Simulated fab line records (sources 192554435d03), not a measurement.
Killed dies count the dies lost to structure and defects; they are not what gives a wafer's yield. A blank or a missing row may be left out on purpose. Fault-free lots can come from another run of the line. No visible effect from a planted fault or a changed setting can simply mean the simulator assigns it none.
Matching of chambers || flow n5_finfet || rie_diel-06 running N5_MOL_CONTACT_COAG_ETCH_106: 4 sister chambers
The step etches SOC in N2/H2, target depth 80 nm, overetch 16 nm, time 120 s. 4 wafers are shown with their chamber, then 8 later ones without.

== WAFERS WITH THEIR CHAMBER ==
{"wafer": "L079.2", "chamber": 3, "showerhead_plenum_p_Torr (Torr)": 2.60}
{"wafer": "L079.6", "chamber": 0, "showerhead_plenum_p_Torr (Torr)": 2.56}
{"wafer": "L086.4", "chamber": 1, "showerhead_plenum_p_Torr (Torr)": 2.41}
{"wafer": "L088.1", "chamber": 2, "showerhead_plenum_p_Torr (Torr)": 2.69}

== WAFERS WITH NO CHAMBER GIVEN ==
{"wafer": "L088.2", "showerhead_plenum_p_Torr (Torr)": 2.56}
{"wafer": "L088.3", "showerhead_plenum_p_Torr (Torr)": 2.41}
{"wafer": "L088.4", "showerhead_plenum_p_Torr (Torr)": 2.69}
{"wafer": "L088.5", "showerhead_plenum_p_Torr (Torr)": 2.41}
{"wafer": "L088.6", "showerhead_plenum_p_Torr (Torr)": 2.56}
{"wafer": "L094.2", "showerhead_plenum_p_Torr (Torr)": 2.69}
{"wafer": "L094.3", "showerhead_plenum_p_Torr (Torr)": 2.40}
{"wafer": "L094.6", "showerhead_plenum_p_Torr (Torr)": 2.40}

== EACH ONE'S CHAMBER ==
{"wafer": "L088.2", "from the rows above": 0, "in truth": 0}
{"wafer": "L088.3", "from the rows above": 1, "in truth": 1}
{"wafer": "L088.4", "from the rows above": 2, "in truth": 2}
{"wafer": "L088.5", "from the rows above": 1, "in truth": 1}
{"wafer": "L088.6", "from the rows above": 0, "in truth": 0}
{"wafer": "L094.2", "from the rows above": 2, "in truth": 2}
{"wafer": "L094.3", "from the rows above": 1, "in truth": 1}
{"wafer": "L094.6", "from the rows above": 1, "in truth": 1}
Correct placement for 8 of the 8. From these rows, 0 cannot be placed. Wrongly placed: 0.
How it was worked out, from the rows above alone: a wafer's distance from a chamber is the root of the sum, over the readings, of the square of ((its reading less the chamber's mean) divided by the reading's scatter). If the next closest chamber is less than 2 further off than the closest, the wafer can't be placed; otherwise it belongs to the closest. For every chamber, the mean is computed from those of its wafers that are shown. The scatter: root of mean squared gap, hidden wafer to nearest shown wafer, with one shown wafer a chamber.
